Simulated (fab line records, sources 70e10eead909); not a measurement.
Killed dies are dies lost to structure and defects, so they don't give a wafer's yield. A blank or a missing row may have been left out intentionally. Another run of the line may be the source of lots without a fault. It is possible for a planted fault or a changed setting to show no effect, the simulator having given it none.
Matching of chambers    flow nand-harc    NHARC_A_STAIRCASE_DESCUM_252 on rie-diel-01: 4 sister chambers
The step chemistry O2, time 3 s. 4 wafers are shown with their chamber, then 7 later ones without.

WAFERS PAIRED WITH THEIR CHAMBERS
wafer   chamber  showerhead-plenum-p-Torr (Torr)
L078.1  3        1.88
L077.5  2        1.97
L080.1  0        1.78
L080.3  1        1.81

WAFERS MISSING THEIR CHAMBER
wafer   showerhead-plenum-p-Torr (Torr)
L080.6  1.78
L081.1  1.78
L081.2  1.88
L081.6  1.81
L094.4  1.87
L094.5  1.80
L094.6  1.78

THE CHAMBER EACH PASSED THROUGH
wafer   from the rows above      in truth
L080.6  0                        0
L081.1  0                        0
L081.2  3                        3
L081.6  1                        1
L094.4  3                        3
L094.5  can't be placed: 1 or 0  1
L094.6  0                        0
Placed correctly: 6 of 7. Unplaceable from these rows: 1, with the true chamber sitting among the candidates in 1. Number placed wrongly: 0.
How it was worked out, from the rows above alone: a wafer's distance from a chamber is the root of the sum, over the readings, of the square of ((its reading less the chamber's mean) divided by the reading's scatter). The wafer belongs to the nearest chamber; if the next one is less than 2 further off, it can't be placed. Each chamber's mean is taken over the wafers shown for it. The scatter (one wafer shown for each chamber): square how far every hidden wafer sits from the nearest shown wafer, average those squares and take the square root.
